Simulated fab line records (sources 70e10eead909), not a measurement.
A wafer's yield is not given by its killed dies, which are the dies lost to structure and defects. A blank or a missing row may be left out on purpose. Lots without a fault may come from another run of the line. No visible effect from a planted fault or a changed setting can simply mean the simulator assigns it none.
Matching of chambers | flow nandHarc | NHARC_A_M1_DESCUM_14 on rieDiel-02 has 4 sister chambers
The step chemistry O2, time 3 s. 18 wafers are shown with their chamber, then 9 later ones without.

WAFERS PAIRED WITH THEIR CHAMBERS
wafer  | chamber | drypumpMotorCurrentA (A) | rfVppV (V) | oesProductAu (a.u.)
L075.1 | 2       | 5.7                      | 57.3       | 1.004
L075.3 | 1       | 4.9                      | 57.7       | 0.990
L075.6 | 0       | 5.1                      | 58.5       | 1.007
L080.2 | 2       | 5.7                      | 55.5       | 0.998
L080.3 | 0       | 5.1                      | 59.3       | 1.009
L080.5 | 1       | 4.9                      | 58.6       | 1.002
L081.2 | 1       | 4.9                      | 58.6       | 1.000
L081.3 | 3       | 5.9                      | 56.9       | 1.002
L081.4 | 0       | 5.2                      | 57.9       | 1.010
L083.3 | 1       | 4.9                      | 57.4       | 1.006
L083.4 | 3       | 5.9                      | 57.4       | 1.004
L083.6 | 2       | 5.7                      | 55.8       | 1.008
L085.1 | 1       | 4.9                      | 58.2       | 1.011
L085.3 | 3       | 5.9                      | 57.8       | 1.018
L085.4 | 0       | 5.1                      | 58.4       | 1.020
L084.1 | 3       | 5.9                      | 59.0       | 1.017
L084.5 | 3       | 5.9                      | 57.3       | 1.004
L084.6 | 0       | 5.2                      | 58.3       | 1.024

SIGNATURES (averages over the wafers above)
reading              | chamber 0 | chamber 1 | chamber 2 | chamber 3 | scatter within a chamber
drypumpMotorCurrentA | 5.140     | 4.900     | 5.700     | 5.900     | 0.0293
rfVppV               | 58.480    | 58.100    | 56.200    | 57.680    | 0.69
oesProductAu         | 1.01400   | 1.00180   | 1.00333   | 1.00900   | 0.00739
Rule: a wafer lies at a distance from a chamber equal to the root of the sum of squares, over the readings, of (its reading less the chamber's mean, divided by the reading's scatter). If the next closest chamber is less than 2 further off than the closest, the wafer can't be placed; otherwise it belongs to the closest. How the scatter is found: for the shown wafers, subtract from each reading the mean of its chamber, square and add these, divide the total by (wafers less chambers), then take the root.

WAFERS WITH NO CHAMBER GIVEN
wafer  | drypumpMotorCurrentA (A) | rfVppV (V) | oesProductAu (a.u.)
L093.1 | 5.7                      | 59.0       | 1.009
L093.2 | 5.9                      | 58.1       | 0.998
L093.5 | 5.1                      | 59.1       | 1.015
L096.2 | 5.9                      | 56.8       | 1.002
L096.4 | 5.0                      | 59.1       | 0.994
L096.6 | 5.9                      | 56.2       | 1.010
L097.2 | 5.8                      | 57.8       | 1.005
L097.4 | 5.7                      | 58.7       | 1.008
L097.6 | 5.9                      | 56.4       | 1.008

WHICH CHAMBER EACH ONE RAN IN
wafer  | from the rows above     | in truth
L093.1 | 2                       | 2
L093.2 | 3                       | 3
L093.5 | 0                       | 0
L096.2 | 3                       | 3
L096.4 | can't be placed: 1 or 0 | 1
L096.6 | 3                       | 3
L097.2 | can't be placed: 3 or 2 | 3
L097.4 | 2                       | 2
L097.6 | 3                       | 3
7 of 9 placed correctly. These rows do not allow placing 2 (true chamber among the candidates in 2). Placed wrongly: 0.
